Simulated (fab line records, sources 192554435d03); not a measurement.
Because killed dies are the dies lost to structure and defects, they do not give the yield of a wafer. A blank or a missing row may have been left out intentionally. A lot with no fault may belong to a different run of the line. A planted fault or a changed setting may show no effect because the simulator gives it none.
One fault seen from 3 desks ; flow n5_finfet ; every desk sees just its own numbers, and what lay behind them comes last

== METROLOGY DESK ==
Means of the sampled wafers that have a number, per lot and without regard to the tool the lot ran on: this is what the gauges read. Any lot whose mean is over 4 standard deviations away from the usual mean is out of limits and marked OUT; that distance is given in the brackets.
Columns: A = M14_ILD_THK at N5_BEOL_M14_THK_MEAS_01, usual 1124 nm; B = cd_nm at N5_BEOL_M14_CD_MEAS_10, usual 249.0 nm
lot;first seen here;A;B
L749;day 10 20:40;1128;250.2
L750;day 11 03:57;1120;233.6 (-8.6) OUT
L755;day 12 18:51;1127;239.6 (-5.2) OUT
L764;day 14 17:20;1119;249.2
L763;day 15 09:54;1121;249.3
L767;day 15 18:55;1135;250.5
L768;day 16 15:22;1141;248.7
L770;day 17 00:07;1119;250.7
Finding of this desk: L750, L755 out of limits; the first was L750 at day 11 04:15, on cd_nm at N5_BEOL_M14_CD_MEAS_10. In limits: L749, L764, L763, L767, L768, L770.

== THE DEFECT DESK ==
Lot by lot, what the route's inspections counted, given as the mean of those sampled wafers with a number. Any lot whose mean is over 4 standard deviations away from the usual mean is out of limits and marked OUT; that distance is given in the brackets.
Columns: A = raw_defect_count at N5_BEOL_M13_INSPECT_55, usual 72
lot;first seen here;A
L749;day 10 20:26;110
L750;day 11 03:43;64
L755;day 12 18:37;65
L764;day 14 17:07;64
L763;day 15 09:40;77
L767;day 15 18:42;104
L768;day 16 15:08;62
L770;day 16 23:53;81
Finding of this desk: none of the 8 lots has anything out of limits.

== DESK OF THE TOOL OWNER: krf_scanner-01 ==
The tool's own readings at N5_BEOL_M14_EXPOSE_07 (exposes mask V13): means of the sampled wafers that have a number, for each lot that ran on this tool. Any lot whose mean is over 4 standard deviations away from the usual mean is out of limits and marked OUT; that distance is given in the brackets.
Columns: A = exposure_dose_mJ_cm2 at N5_BEOL_M14_EXPOSE_07, usual 56.99; B = focus_offset_nm at N5_BEOL_M14_EXPOSE_07, usual 0.1 nm
lot;first seen here;A;B
L749;day 10 20:47;56.94;0.1
L750;day 11 04:05;51.38 (-99 or more) OUT;0.5
L755;day 12 19:07;53.39 (-77) OUT;0.6
Finding of this desk: L750, L755 out of limits; the first was L750 at day 11 04:05, on exposure_dose_mJ_cm2 at N5_BEOL_M14_EXPOSE_07. In limits: L749.

== PUT TOGETHER ==
The tool owner's desk had the chance to raise an alarm at day 11 04:05 on L750, L755.
The metrology desk could have raised an alarm at day 11 04:15, on L750, L755.
Nothing out of limits was seen by the defect desk.
The defect desk has L750, L755 on record, within its limits.
The lots listed all ran N5_BEOL_M14_EXPOSE_07 on krf_scanner-01.

== WHAT WAS PUT IN BY THE SIMULATOR ==
Process parameters drifting: krf_scanner-01 at N5_BEOL_M14_EXPOSE_07, beginning at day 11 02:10. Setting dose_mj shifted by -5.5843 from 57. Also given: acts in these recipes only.
Struck lots among those shown: L750, L755.
Counting hours from when the fault started, the first reading out of limits came at 2 for the tool owner's desk and at 2 for the metrology desk.
